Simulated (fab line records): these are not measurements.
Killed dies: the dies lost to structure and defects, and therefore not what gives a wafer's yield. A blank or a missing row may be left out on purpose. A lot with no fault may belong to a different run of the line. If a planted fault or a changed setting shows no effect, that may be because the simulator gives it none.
Matching of chambers | flow n5-finfet | N5_FIN_SAQP_ETCH_65 on rie-si-03 has 4 sister chambers
The step etches SiO2 in CF4, target depth 4 nm, time 4.4 s. 8 wafers are shown with their chamber, then 7 later ones without.

WAFERS PAIRED WITH THEIR CHAMBERS
wafer  | chamber | throttle-valve-pct (%) | drypump-motor-current-A (A)
L077.5 | 2       | 21.81                  | 5.8
L079.4 | 3       | 21.82                  | 5.5
L079.6 | 2       | 21.81                  | 5.8
L083.2 | 1       | 21.55                  | 5.8
L083.5 | 0       | 21.76                  | 5.5
L083.6 | 1       | 21.55                  | 5.8
L091.2 | 0       | 21.77                  | 5.4
L091.3 | 3       | 21.83                  | 5.5

WAFERS WITH NO CHAMBER GIVEN
wafer  | throttle-valve-pct (%) | drypump-motor-current-A (A)
L091.6 | 21.84                  | 5.5
L092.2 | 21.83                  | 5.5
L092.3 | 21.78                  | 5.5
L092.4 | 21.83                  | 5.8
L093.1 | 21.54                  | 5.8
L093.3 | 21.75                  | 5.5
L093.6 | 21.82                  | 5.8

THE CHAMBER EACH PASSED THROUGH
wafer  | from the rows above | in truth
L091.6 | 3                   | 3
L092.2 | 3                   | 3
L092.3 | 0                   | 0
L092.4 | 2                   | 2
L093.1 | 1                   | 1
L093.3 | 0                   | 0
L093.6 | 2                   | 2
Correct placement for 7 of the 7. Can't be placed from these rows: 0. Number placed wrongly: 0.
How it was worked out, from the rows above alone: a wafer's distance from a chamber is the root of the sum, over the readings, of the square of ((its reading less the chamber's mean) divided by the reading's scatter). The wafer belongs to the nearest chamber; if the next one is less than 2 further off, it can't be placed. The mean given for a chamber averages the wafers shown for that chamber. The scatter: take each reading less its chamber's mean, square it, sum over the shown wafers, divide by the number of wafers less the number of chambers, and take the root.
